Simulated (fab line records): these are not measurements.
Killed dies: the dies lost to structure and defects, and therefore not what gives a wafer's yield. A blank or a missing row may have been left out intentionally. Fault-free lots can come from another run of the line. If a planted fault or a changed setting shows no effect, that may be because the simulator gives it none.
Which of the tools did it? || flow n5Finfet || Sampling: 23 lots, 69 wafers, 3 of 1938 route steps

== WHAT THE GAUGES SHOWED, per wafer ==
N5_BEOL_M0_SAQP_INSPECT_42: inspects for defects (brightfield). Usual: 300 for rawDefectCount, sd 83.
{"lot": "L074", "measured": "day 5 15:07", "on": "defectInspect-01", "rawDefectCount": "318 280 277", "flag": ""}
{"lot": "L075", "measured": "day 5 19:55", "on": "defectInspect-02", "rawDefectCount": "274 255 269", "flag": ""}
{"lot": "L077", "measured": "day 6 11:26", "on": "defectInspect-01", "rawDefectCount": "214 321 196", "flag": ""}
{"lot": "L078", "measured": "day 6 20:27", "on": "defectInspect-02", "rawDefectCount": "231 510 306", "flag": ""}
{"lot": "L079", "measured": "day 6 23:17", "on": "defectInspect-01", "rawDefectCount": "252 246 330", "flag": ""}
{"lot": "L080", "measured": "day 7 10:19", "on": "defectInspect-02", "rawDefectCount": "404 409 314", "flag": ""}
{"lot": "L081", "measured": "day 7 12:07", "on": "defectInspect-01", "rawDefectCount": "405 326 247", "flag": ""}
{"lot": "L082", "measured": "day 7 16:49", "on": "defectInspect-02", "rawDefectCount": "221 225 245", "flag": ""}
{"lot": "L083", "measured": "day 8 00:59", "on": "defectInspect-01", "rawDefectCount": "241 400 334", "flag": ""}
{"lot": "L084", "measured": "day 8 05:21", "on": "defectInspect-01", "rawDefectCount": "341 220 265", "flag": ""}
{"lot": "L085", "measured": "day 8 11:35", "on": "defectInspect-02", "rawDefectCount": "217 226 314", "flag": ""}
{"lot": "L087", "measured": "day 8 23:01", "on": "defectInspect-01", "rawDefectCount": "283 241 227", "flag": ""}
{"lot": "L086", "measured": "day 8 23:32", "on": "defectInspect-01", "rawDefectCount": "340 292 407", "flag": ""}
{"lot": "L088", "measured": "day 9 04:15", "on": "defectInspect-01", "rawDefectCount": "190 237 267", "flag": ""}
{"lot": "L089", "measured": "day 9 10:06", "on": "defectInspect-02", "rawDefectCount": "380 471 464", "flag": ""}
{"lot": "L090", "measured": "day 9 12:52", "on": "defectInspect-01", "rawDefectCount": "245 350 212", "flag": ""}
{"lot": "L091", "measured": "day 9 21:15", "on": "defectInspect-02", "rawDefectCount": "246 247 392", "flag": ""}
{"lot": "L092", "measured": "day 10 08:54", "on": "defectInspect-01", "rawDefectCount": "357 320 250", "flag": ""}
{"lot": "L093", "measured": "day 10 09:38", "on": "defectInspect-02", "rawDefectCount": "328 287 226", "flag": ""}
{"lot": "L094", "measured": "day 10 13:26", "on": "defectInspect-02", "rawDefectCount": "339 290 535", "flag": ""}
{"lot": "L095", "measured": "day 10 20:11", "on": "defectInspect-02", "rawDefectCount": "190 191 221", "flag": ""}
{"lot": "L096", "measured": "day 11 06:12", "on": "defectInspect-01", "rawDefectCount": "503 260 517", "flag": ""}
{"lot": "L097", "measured": "day 11 09:11", "on": "defectInspect-01", "rawDefectCount": "330 328 460", "flag": ""}

== EACH LOT AND THE TOOL THAT RAN IT (in order: tool; ch and the chambers of the sampled wafers; start) ==
{"lot": "L074", "N5_BEOL_M0_SAQP_ETCH_106": "rieDiel-03 ch 1,3, day 5 13:28", "N5_BEOL_M0_SAQP_SPACER2_ALD_26": "aldSin-04 ch 0,2,3, day 5 13:54"}
{"lot": "L075", "N5_BEOL_M0_SAQP_ETCH_106": "rieDiel-02 ch 0,3, day 5 18:21", "N5_BEOL_M0_SAQP_SPACER2_ALD_26": "aldSin-01 ch 0,1,3, day 5 18:39"}
{"lot": "L077", "N5_BEOL_M0_SAQP_ETCH_106": "rieDiel-03 ch 0,3, day 6 09:53", "N5_BEOL_M0_SAQP_SPACER2_ALD_26": "aldSin-02 ch 0,2, day 6 10:11"}
{"lot": "L078", "N5_BEOL_M0_SAQP_ETCH_106": "rieDiel-06 ch 0,2, day 6 18:51", "N5_BEOL_M0_SAQP_SPACER2_ALD_26": "aldSin-01 ch 0,1,3, day 6 19:09"}
{"lot": "L079", "N5_BEOL_M0_SAQP_ETCH_106": "rieDiel-03 ch 2,3, day 6 21:50", "N5_BEOL_M0_SAQP_SPACER2_ALD_26": "aldSin-04 ch 1,3, day 6 22:08"}
{"lot": "L080", "N5_BEOL_M0_SAQP_ETCH_106": "rieDiel-03 ch 0,1,2, day 7 08:47", "N5_BEOL_M0_SAQP_SPACER2_ALD_26": "aldSin-04 ch 0,1,2, day 7 09:10"}
{"lot": "L081", "N5_BEOL_M0_SAQP_ETCH_106": "rieDiel-02 ch 1,2,3, day 7 10:18", "N5_BEOL_M0_SAQP_SPACER2_ALD_26": "aldSin-02 ch 0,2,3, day 7 10:37"}
{"lot": "L082", "N5_BEOL_M0_SAQP_ETCH_106": "rieDiel-06 ch 0,3, day 7 15:19", "N5_BEOL_M0_SAQP_SPACER2_ALD_26": "aldSin-04 ch 1,2,3, day 7 15:40"}
{"lot": "L083", "N5_BEOL_M0_SAQP_ETCH_106": "rieDiel-06 ch 1,2,3, day 7 23:33", "N5_BEOL_M0_SAQP_SPACER2_ALD_26": "aldSin-01 ch 0,2, day 7 23:51"}
{"lot": "L084", "N5_BEOL_M0_SAQP_ETCH_106": "rieDiel-03 ch 0,1,2, day 8 03:55", "N5_BEOL_M0_SAQP_SPACER2_ALD_26": "aldSin-04 ch 0,1, day 8 04:13"}
{"lot": "L085", "N5_BEOL_M0_SAQP_ETCH_106": "rieDiel-03 ch 1,2, day 8 10:05", "N5_BEOL_M0_SAQP_SPACER2_ALD_26": "aldSin-02 ch 0,1,3, day 8 10:25"}
{"lot": "L087", "N5_BEOL_M0_SAQP_ETCH_106": "rieDiel-06 ch 0,1,2, day 8 19:51", "N5_BEOL_M0_SAQP_SPACER2_ALD_26": "aldSin-02 ch 0,1,3, day 8 21:52"}
{"lot": "L086", "N5_BEOL_M0_SAQP_ETCH_106": "rieDiel-02 ch 1,2, day 8 20:44", "N5_BEOL_M0_SAQP_SPACER2_ALD_26": "aldSin-02 ch 1,2, day 8 22:23"}
{"lot": "L088", "N5_BEOL_M0_SAQP_ETCH_106": "rieDiel-02 ch 1,2,3, day 9 02:49", "N5_BEOL_M0_SAQP_SPACER2_ALD_26": "aldSin-04 ch 1,2, day 9 03:07"}
{"lot": "L089", "N5_BEOL_M0_SAQP_ETCH_106": "rieDiel-03 ch 0,1,3, day 9 08:34", "N5_BEOL_M0_SAQP_SPACER2_ALD_26": "aldSin-02 ch 1,2, day 9 08:58"}
{"lot": "L090", "N5_BEOL_M0_SAQP_ETCH_106": "rieDiel-02 ch 1,2, day 9 11:17", "N5_BEOL_M0_SAQP_SPACER2_ALD_26": "aldSin-02 ch 0,1,2, day 9 11:36"}
{"lot": "L091", "N5_BEOL_M0_SAQP_ETCH_106": "rieDiel-06 ch 2,3, day 9 19:41", "N5_BEOL_M0_SAQP_SPACER2_ALD_26": "aldSin-02 ch 0,2, day 9 19:59"}
{"lot": "L092", "N5_BEOL_M0_SAQP_ETCH_106": "rieDiel-02 ch 0,1, day 10 07:12", "N5_BEOL_M0_SAQP_SPACER2_ALD_26": "aldSin-02 ch 1,3, day 10 07:31"}
{"lot": "L093", "N5_BEOL_M0_SAQP_ETCH_106": "rieDiel-06 ch 0,1,3, day 10 08:02", "N5_BEOL_M0_SAQP_SPACER2_ALD_26": "aldSin-01 ch 0,3, day 10 08:20"}
{"lot": "L094", "N5_BEOL_M0_SAQP_ETCH_106": "rieDiel-03 ch 1,2,3, day 10 11:52", "N5_BEOL_M0_SAQP_SPACER2_ALD_26": "aldSin-02 ch 0,1,2, day 10 12:10"}
{"lot": "L095", "N5_BEOL_M0_SAQP_ETCH_106": "rieDiel-02 ch 1,3, day 10 18:28", "N5_BEOL_M0_SAQP_SPACER2_ALD_26": "aldSin-02 ch 0,1, day 10 18:55"}
{"lot": "L096", "N5_BEOL_M0_SAQP_ETCH_106": "rieDiel-03 ch 0,1,2, day 11 04:33", "N5_BEOL_M0_SAQP_SPACER2_ALD_26": "aldSin-01 ch 1,2, day 11 05:02"}
{"lot": "L097", "N5_BEOL_M0_SAQP_ETCH_106": "rieDiel-03 ch 0,1, day 11 07:44", "N5_BEOL_M0_SAQP_SPACER2_ALD_26": "aldSin-01 ch 0,2,3, day 11 08:02"}
- N5_BEOL_M0_SAQP_ETCH_106: etches SOC in N2/H2, stops on SiNx, target depth 150 nm.
- N5_BEOL_M0_SAQP_SPACER2_ALD_26: deposits SiO2, target thk 15 nm, pulse time 1 s, purge time 2 s.

== WHAT THE TOOLS THEMSELVES READ (means of the sampled wafers that have a number; where no wafer has one, the mark that the record gives instead) ==
N5_BEOL_M0_SAQP_ETCH_106. Usual: drypumpMotorCurrentA 5.7 A, standard deviation 0.46; oesProductAu 0.79 a.u., standard deviation 0.1; rfVppV 240.1 V, standard deviation 1.2; showerheadPlenumPTorr 2.50 Torr, standard deviation 0.063; throttleValvePct 17.79 %, standard deviation 0.18.
{"lot": "L074", "tool": "rieDiel-03", "drypumpMotorCurrentA (A)": 5.2, "oesProductAu (a.u.)": 0.76, "rfVppV (V)": 240.2, "showerheadPlenumPTorr (Torr)": 2.50, "throttleValvePct (%)": 17.96, "flag": ""}
{"lot": "L075", "tool": "rieDiel-02", "drypumpMotorCurrentA (A)": 5.3, "oesProductAu (a.u.)": 0.77, "rfVppV (V)": 241.8, "showerheadPlenumPTorr (Torr)": 2.55, "throttleValvePct (%)": 18.05, "flag": ""}
{"lot": "L077", "tool": "rieDiel-03", "drypumpMotorCurrentA (A)": 5.5, "oesProductAu (a.u.)": 0.71, "rfVppV (V)": 240.2, "showerheadPlenumPTorr (Torr)": 2.48, "throttleValvePct (%)": 17.98, "flag": ""}
{"lot": "L078", "tool": "rieDiel-06", "drypumpMotorCurrentA (A)": 5.2, "oesProductAu (a.u.)": 0.69, "rfVppV (V)": 241.3, "showerheadPlenumPTorr (Torr)": 2.59, "throttleValvePct (%)": 17.82, "flag": ""}
{"lot": "L079", "tool": "rieDiel-03", "drypumpMotorCurrentA (A)": 5.7, "oesProductAu (a.u.)": 0.72, "rfVppV (V)": 239.6, "showerheadPlenumPTorr (Torr)": 2.46, "throttleValvePct (%)": 17.78, "flag": ""}
{"lot": "L080", "tool": "rieDiel-03", "drypumpMotorCurrentA (A)": 5.8, "oesProductAu (a.u.)": 0.79, "rfVppV (V)": 238.0, "showerheadPlenumPTorr (Torr)": 2.44, "throttleValvePct (%)": 17.65, "flag": ""}
{"lot": "L081", "tool": "rieDiel-02", "drypumpMotorCurrentA (A)": 5.9, "oesProductAu (a.u.)": 0.76, "rfVppV (V)": 239.9, "showerheadPlenumPTorr (Torr)": 2.51, "throttleValvePct (%)": 17.94, "flag": ""}
{"lot": "L082", "tool": "rieDiel-06", "drypumpMotorCurrentA (A)": 5.4, "oesProductAu (a.u.)": 0.67, "rfVppV (V)": 240.2, "showerheadPlenumPTorr (Torr)": 2.54, "throttleValvePct (%)": 17.96, "flag": ""}
{"lot": "L083", "tool": "rieDiel-06", "drypumpMotorCurrentA (A)": 6.1, "oesProductAu (a.u.)": 0.79, "rfVppV (V)": 240.9, "showerheadPlenumPTorr (Torr)": 2.51, "throttleValvePct (%)": 17.77, "flag": ""}
{"lot": "L084", "tool": "rieDiel-03", "drypumpMotorCurrentA (A)": 5.9, "oesProductAu (a.u.)": 0.78, "rfVppV (V)": 239.6, "showerheadPlenumPTorr (Torr)": 2.44, "throttleValvePct (%)": 17.67, "flag": ""}
{"lot": "L085", "tool": "rieDiel-03", "drypumpMotorCurrentA (A)": 5.5, "oesProductAu (a.u.)": 0.81, "rfVppV (V)": 240.0, "showerheadPlenumPTorr (Torr)": 2.45, "throttleValvePct (%)": 17.66, "flag": ""}
{"lot": "L087", "tool": "rieDiel-06", "drypumpMotorCurrentA (A)": 5.7, "oesProductAu (a.u.)": 0.88, "rfVppV (V)": 241.0, "showerheadPlenumPTorr (Torr)": 2.58, "throttleValvePct (%)": 17.60, "flag": ""}
{"lot": "L086", "tool": "rieDiel-02", "drypumpMotorCurrentA (A)": 6.0, "oesProductAu (a.u.)": 0.82, "rfVppV (V)": 240.6, "showerheadPlenumPTorr (Torr)": 2.53, "throttleValvePct (%)": 17.81, "flag": ""}
{"lot": "L088", "tool": "rieDiel-02", "drypumpMotorCurrentA (A)": 5.9, "oesProductAu (a.u.)": 0.85, "rfVppV (V)": 239.7, "showerheadPlenumPTorr (Torr)": 2.51, "throttleValvePct (%)": 17.80, "flag": ""}
{"lot": "L089", "tool": "rieDiel-03", "drypumpMotorCurrentA (A)": 5.6, "oesProductAu (a.u.)": 0.84, "rfVppV (V)": 239.7, "showerheadPlenumPTorr (Torr)": 2.46, "throttleValvePct (%)": 17.70, "flag": ""}
{"lot": "L090", "tool": "rieDiel-02", "drypumpMotorCurrentA (A)": 6.1, "oesProductAu (a.u.)": 0.87, "rfVppV (V)": 240.1, "showerheadPlenumPTorr (Torr)": 2.50, "throttleValvePct (%)": 17.71, "flag": ""}
{"lot": "L091", "tool": "rieDiel-06", "drypumpMotorCurrentA (A)": 5.7, "oesProductAu (a.u.)": 0.70, "rfVppV (V)": 240.8, "showerheadPlenumPTorr (Torr)": 2.49, "throttleValvePct (%)": 17.84, "flag": ""}
{"lot": "L092", "tool": "rieDiel-02", "drypumpMotorCurrentA (A)": 5.4, "oesProductAu (a.u.)": 0.85, "rfVppV (V)": 241.1, "showerheadPlenumPTorr (Torr)": 2.57, "throttleValvePct (%)": 17.83, "flag": ""}
{"lot": "L093", "tool": "rieDiel-06", "drypumpMotorCurrentA (A)": 5.9, "oesProductAu (a.u.)": 0.84, "rfVppV (V)": 240.1, "showerheadPlenumPTorr (Torr)": 2.52, "throttleValvePct (%)": 17.72, "flag": ""}
{"lot": "L094", "tool": "rieDiel-03", "drypumpMotorCurrentA (A)": 5.4, "oesProductAu (a.u.)": 0.83, "rfVppV (V)": 238.9, "showerheadPlenumPTorr (Torr)": 2.46, "throttleValvePct (%)": 17.68, "flag": ""}
{"lot": "L095", "tool": "rieDiel-02", "drypumpMotorCurrentA (A)": 5.8, "oesProductAu (a.u.)": 0.77, "rfVppV (V)": 241.2, "showerheadPlenumPTorr (Torr)": 2.53, "throttleValvePct (%)": 17.95, "flag": ""}
{"lot": "L096", "tool": "rieDiel-03", "drypumpMotorCurrentA (A)": 5.8, "oesProductAu (a.u.)": 0.76, "rfVppV (V)": 239.7, "showerheadPlenumPTorr (Torr)": 2.43, "throttleValvePct (%)": 17.71, "flag": ""}
{"lot": "L097", "tool": "rieDiel-03", "drypumpMotorCurrentA (A)": 5.9, "oesProductAu (a.u.)": 0.76, "rfVppV (V)": 238.7, "showerheadPlenumPTorr (Torr)": 2.43, "throttleValvePct (%)": 17.75, "flag": ""}

N5_BEOL_M0_SAQP_SPACER2_ALD_26. Usual: heaterPowerW 476 W, standard deviation 31; precursorPulseHeightRel 1.002, standard deviation 0.021; susceptorTempC 299.99 C, standard deviation 0.17.
{"lot": "L074", "tool": "aldSin-04", "heaterPowerW (W)": 458, "precursorPulseHeightRel": 0.996, "susceptorTempC (C)": 300.04, "flag": ""}
{"lot": "L075", "tool": "aldSin-01", "heaterPowerW (W)": 476, "precursorPulseHeightRel": 1.005, "susceptorTempC (C)": 300.04, "flag": ""}
{"lot": "L077", "tool": "aldSin-02", "heaterPowerW (W)": 472, "precursorPulseHeightRel": 1.017, "susceptorTempC (C)": 299.78, "flag": ""}
{"lot": "L078", "tool": "aldSin-01", "heaterPowerW (W)": 484, "precursorPulseHeightRel": 0.991, "susceptorTempC (C)": 300.00, "flag": ""}
{"lot": "L079", "tool": "aldSin-04", "heaterPowerW (W)": 511, "precursorPulseHeightRel": 0.998, "susceptorTempC (C)": 300.02, "flag": ""}
{"lot": "L080", "tool": "aldSin-04", "heaterPowerW (W)": 458, "precursorPulseHeightRel": 1.003, "susceptorTempC (C)": 299.91, "flag": ""}
{"lot": "L081", "tool": "aldSin-02", "heaterPowerW (W)": 477, "precursorPulseHeightRel": 1.023, "susceptorTempC (C)": 299.86, "flag": ""}
{"lot": "L082", "tool": "aldSin-04", "heaterPowerW (W)": 500, "precursorPulseHeightRel": 1.029, "susceptorTempC (C)": 300.09, "flag": ""}
{"lot": "L083", "tool": "aldSin-01", "heaterPowerW (W)": 497, "precursorPulseHeightRel": 1.012, "susceptorTempC (C)": 299.76, "flag": ""}
{"lot": "L084", "tool": "aldSin-04", "heaterPowerW (W)": 476, "precursorPulseHeightRel": 0.991, "susceptorTempC (C)": 299.90, "flag": ""}
{"lot": "L085", "tool": "aldSin-02", "heaterPowerW (W)": 478, "precursorPulseHeightRel": 1.010, "susceptorTempC (C)": 299.98, "flag": ""}
{"lot": "L087", "tool": "aldSin-02", "heaterPowerW (W)": 479, "precursorPulseHeightRel": 0.987, "susceptorTempC (C)": 300.05, "flag": ""}
{"lot": "L086", "tool": "aldSin-02", "heaterPowerW (W)": 457, "precursorPulseHeightRel": 1.014, "susceptorTempC (C)": 299.84, "flag": ""}
{"lot": "L088", "tool": "aldSin-04", "heaterPowerW (W)": 470, "precursorPulseHeightRel": 1.026, "susceptorTempC (C)": 300.03, "flag": ""}
{"lot": "L089", "tool": "aldSin-02", "heaterPowerW (W)": 465, "precursorPulseHeightRel": 1.000, "susceptorTempC (C)": 300.08, "flag": ""}
{"lot": "L090", "tool": "aldSin-02", "heaterPowerW (W)": 460, "precursorPulseHeightRel": 0.998, "susceptorTempC (C)": 300.11, "flag": ""}
{"lot": "L091", "tool": "aldSin-02", "heaterPowerW (W)": 468, "precursorPulseHeightRel": 0.996, "susceptorTempC (C)": 300.04, "flag": ""}
{"lot": "L092", "tool": "aldSin-02", "heaterPowerW (W)": 461, "precursorPulseHeightRel": 1.007, "susceptorTempC (C)": 299.93, "flag": ""}
{"lot": "L093", "tool": "aldSin-01", "heaterPowerW (W)": 509, "precursorPulseHeightRel": 1.014, "susceptorTempC (C)": 300.04, "flag": ""}
{"lot": "L094", "tool": "aldSin-02", "heaterPowerW (W)": 465, "precursorPulseHeightRel": 0.998, "susceptorTempC (C)": 300.06, "flag": ""}
{"lot": "L095", "tool": "aldSin-02", "heaterPowerW (W)": 465, "precursorPulseHeightRel": 0.997, "susceptorTempC (C)": 300.14, "flag": ""}
{"lot": "L096", "tool": "aldSin-01", "heaterPowerW (W)": 447, "precursorPulseHeightRel": 0.997, "susceptorTempC (C)": 300.02, "flag": ""}
{"lot": "L097", "tool": "aldSin-01", "heaterPowerW (W)": 486, "precursorPulseHeightRel": 1.003, "susceptorTempC (C)": 299.97, "flag": ""}

== THE ANSWER, worked out from the rows above alone ==
Rule: lot off if the mean of its wafers having a number is beyond 3 standard deviations from the usual mean. Also off: a lot with no number at a reading for which 4 or more lots have one. Any other lot the step has rows for is counted as sound. After the gauges, taken in route order, come the tools' own readings; for these a lot's mean is taken, as printed above. The first step at which some lot is off is used, and at that step the reading that is off furthest; a lot without a number counts as furthest.
Nothing can be told from this: no lot is off at any reading shown.

== WHAT THE SIMULATOR PUT IN ==
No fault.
